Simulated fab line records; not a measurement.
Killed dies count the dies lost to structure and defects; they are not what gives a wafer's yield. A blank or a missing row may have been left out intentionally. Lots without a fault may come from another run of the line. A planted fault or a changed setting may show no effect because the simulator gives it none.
Chamber matching ; flow n5Finfet ; 4 sister chambers for N5_BEOL_M7_ETCH_66 on rieDiel-03
The step etches SOC in N2/H2, target depth 80 nm, overetch 16 nm, time 120 s. 20 wafers are shown with their chamber, then 10 later ones without.

## EACH WAFER AND ITS CHAMBER
wafer;chamber;drypumpMotorCurrentA (A);oesProductAu (a.u.);throttleValvePct (%)
L074.2;1;6.0;0.67;17.76
L074.3;2;5.5;0.56;17.69
L074.5;3;5.6;0.53;17.94
L076.2;1;6.0;0.66;17.77
L076.4;2;5.5;0.55;17.69
L076.5;1;6.1;0.66;17.77
L078.1;0;6.4;0.56;17.86
L078.3;3;5.6;0.53;17.96
L078.5;0;6.4;0.55;17.86
L081.1;3;5.6;0.53;17.95
L081.2;1;6.1;0.65;17.81
L081.5;3;5.6;0.52;17.96
L082.1;1;6.0;0.64;17.81
L082.3;2;5.5;0.56;17.72
L082.4;3;5.6;0.52;17.97
L083.1;3;5.6;0.52;17.97
L083.3;1;6.1;0.64;17.81
L083.6;3;5.6;0.53;17.98
L084.1;2;5.5;0.55;17.73
L084.3;3;5.6;0.52;17.97

SIGNATURES, as means of the wafers listed above
reading;chamber 0;chamber 1;chamber 2;chamber 3;scatter within a chamber
drypumpMotorCurrentA;6.400;6.050;5.500;5.600;0.0306
oesProductAu;0.5550;0.6533;0.5550;0.5250;0.00823
throttleValvePct;17.8600;17.7883;17.7075;17.9625;0.0182
Rule: a wafer's distance from a chamber is the root of the sum, over the readings, of the square of ((its reading less the chamber's mean) divided by the reading's scatter). The wafer belongs to the nearest chamber; if the next one is less than 2 further off, it can't be placed. The scatter is the square root of a quotient: the sum, over the shown wafers, of each reading's squared deviation from its chamber's mean, divided by wafers minus chambers.

## WAFERS WITHOUT THEIR CHAMBER
wafer;drypumpMotorCurrentA (A);oesProductAu (a.u.);throttleValvePct (%)
L084.4;6.0;0.64;17.80
L089.3;5.6;0.52;18.00
L089.5;5.5;0.55;17.74
L089.6;5.6;0.51;17.96
L091.1;6.4;0.55;17.90
L091.2;6.1;0.63;17.84
L091.4;5.5;0.55;17.72
L093.1;6.3;0.55;17.89
L093.3;5.5;0.55;17.75
L093.6;6.1;0.63;17.84

## WHICH CHAMBER EACH ONE RAN IN
wafer;from the rows above;in truth
L084.4;1;1
L089.3;3;3
L089.5;2;2
L089.6;3;3
L091.1;0;0
L091.2;1;1
L091.4;2;2
L093.1;0;0
L093.3;2;2
L093.6;1;1
Correct placement for 10 of the 10. Left unplaced by these rows: 0. Wrongly placed: 0.
